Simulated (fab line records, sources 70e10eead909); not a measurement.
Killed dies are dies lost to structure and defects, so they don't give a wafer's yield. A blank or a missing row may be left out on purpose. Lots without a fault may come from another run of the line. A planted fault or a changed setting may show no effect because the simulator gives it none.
Chamber matching | flow nand_harc | NHARC_A_STAIRCASE_DESCUM_186 on rie_diel-04: 4 sister chambers
The step chemistry O2, time 3 s. 20 wafers are shown with their chamber, then 10 later ones without.

WAFERS WITH THEIR CHAMBER
wafer  | chamber | drypump_motor_current_A (A) | showerhead_plenum_p_Torr (Torr) | oes_product_au (a.u.)
L075.3 | 2       | 5.6                         | 1.87                            | 0.997
L075.5 | 1       | 5.0                         | 1.89                            | 0.989
L075.6 | 0       | 5.9                         | 1.96                            | 1.006
L078.2 | 0       | 5.9                         | 1.96                            | 1.006
L078.5 | 2       | 5.6                         | 1.87                            | 0.996
L078.6 | 1       | 5.0                         | 1.89                            | 0.999
L079.1 | 1       | 5.0                         | 1.89                            | 0.999
L079.2 | 2       | 5.6                         | 1.87                            | 0.994
L079.6 | 1       | 5.0                         | 1.89                            | 1.002
L082.1 | 3       | 6.2                         | 1.93                            | 1.008
L082.4 | 0       | 5.9                         | 1.96                            | 1.013
L082.5 | 3       | 6.1                         | 1.93                            | 0.999
L088.4 | 1       | 5.0                         | 1.89                            | 0.996
L088.5 | 3       | 6.2                         | 1.93                            | 0.999
L088.6 | 0       | 5.9                         | 1.96                            | 1.011
L091.2 | 1       | 5.0                         | 1.89                            | 0.992
L091.4 | 2       | 5.6                         | 1.86                            | 1.010
L091.6 | 1       | 5.0                         | 1.89                            | 0.990
L090.2 | 3       | 6.1                         | 1.92                            | 1.004
L090.4 | 1       | 5.0                         | 1.88                            | 0.995

SIGNATURES (means of the wafers above)
reading                  | chamber 0 | chamber 1 | chamber 2 | chamber 3 | scatter within a chamber
drypump_motor_current_A  | 5.900     | 5.000     | 5.600     | 6.150     | 0.025
showerhead_plenum_p_Torr | 1.9600    | 1.8887    | 1.8675    | 1.9275    | 0.00385
oes_product_au           | 1.00900   | 0.99525   | 0.99925   | 1.00250   | 0.00503
Rule: a wafer's distance from a chamber is the root of the sum, over the readings, of the square of ((its reading less the chamber's mean) divided by the reading's scatter). The wafer belongs to the nearest chamber; if the next one is less than 2 further off, it can't be placed. The scatter: the root of (the sum of the squares of (reading less its chamber's mean) over the shown wafers, divided by (wafers less chambers)).

WAFERS WITHOUT THEIR CHAMBER
wafer  | drypump_motor_current_A (A) | showerhead_plenum_p_Torr (Torr) | oes_product_au (a.u.)
L090.5 | 5.9                         | 1.95                            | 1.011
L093.1 | 6.2                         | 1.92                            | 1.008
L093.2 | 5.0                         | 1.88                            | 0.990
L093.3 | 5.7                         | 1.86                            | 0.992
L095.2 | 6.2                         | 1.92                            | 1.007
L095.4 | 5.6                         | 1.86                            | 1.008
L095.6 | 6.0                         | 1.95                            | 1.016
L096.2 | 5.0                         | 1.88                            | 1.001
L096.3 | 6.2                         | 1.92                            | 0.997
L096.5 | 6.0                         | 1.95                            | 1.001

WHICH CHAMBER EACH WENT THROUGH
wafer  | from the rows above | in truth
L090.5 | 0                   | 0
L093.1 | 3                   | 3
L093.2 | 1                   | 1
L093.3 | 2                   | 2
L095.2 | 3                   | 3
L095.4 | 2                   | 2
L095.6 | 0                   | 0
L096.2 | 1                   | 1
L096.3 | 3                   | 3
L096.5 | 0                   | 0
Placed correctly: 10 of 10. Can't be placed from these rows: 0. Placed wrongly: 0.
